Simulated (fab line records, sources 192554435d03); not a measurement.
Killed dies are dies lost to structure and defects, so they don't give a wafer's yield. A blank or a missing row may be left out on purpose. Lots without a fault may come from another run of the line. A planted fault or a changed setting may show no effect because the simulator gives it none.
One fault seen from 2 desks | flow n5_finfet | each desk has only its own numbers; what lay behind them comes last

THE TOOL OWNER'S DESK: pecvd-01
The tool's own readings at N5_BEOL_M6_PECVD_70 (deposits SiO2 from TEOS/O2, target thk 20 nm, time 22.7 s): means of the sampled wafers that have a number, for each lot that ran on this tool. A lot is out of limits, marked OUT, if its mean lies more than 4 standard deviations from the usual mean; the brackets give that distance.
Columns: A = heater_power_w at N5_BEOL_M6_PECVD_70, usual 723 W; B = showerhead_plenum_p_Torr at N5_BEOL_M6_PECVD_70, usual 8.79 Torr; C = susceptor_temp_C at N5_BEOL_M6_PECVD_70, usual 399.99 C; D = throttle_valve_pct at N5_BEOL_M6_PECVD_70, usual 22.2 %
lot  | first seen here | A   | B    | C      | D
L113 | day 8 20:23     | 789 | 8.81 | 400.16 | 22.1
L117 | day 9 13:46     | 832 | 8.80 | 400.06 | 22.3
L119 | day 9 20:27     | 897 | 8.85 | 399.97 | 23.2
L120 | day 10 09:07    | 771 | 8.73 | 400.16 | 21.2
L128 | day 11 22:34    | 769 | 8.84 | 399.87 | 22.6
L130 | day 12 11:13    | 702 | 8.76 | 399.77 | 21.7
This desk's finding: nothing out of limits on any of the 6 lots.

THE METROLOGY DESK
What the gauges read, lot by lot, whatever tool the lot ran on: means of the sampled wafers that have a number. A lot is out of limits, marked OUT, if its mean lies more than 4 standard deviations from the usual mean; the brackets give that distance.
Columns: A = PASS_OPEN_OVL at N5_PASSIVATION_OVL_MEAS_66, usual -2 nm
lot  | first seen here | A
L113 | day 12 03:56    | 2
L114 | day 12 05:53    | 1
L115 | day 12 10:44    | 5
L117 | day 13 01:00    | -3
L118 | day 13 01:21    | -3
L119 | day 13 03:37    | -3
L120 | day 13 10:48    | -2
L128 | day 15 09:38    | -6
L130 | day 15 13:46    | -2
L136 | day 18 00:58    | -11
L135 | day 18 23:20    | -7
This desk's finding: nothing out of limits on any of the 11 lots.

PUT TOGETHER
The tool owner's desk saw nothing out of limits.
The metrology desk saw nothing out of limits.

WHAT THE SIMULATOR HAD PUT IN
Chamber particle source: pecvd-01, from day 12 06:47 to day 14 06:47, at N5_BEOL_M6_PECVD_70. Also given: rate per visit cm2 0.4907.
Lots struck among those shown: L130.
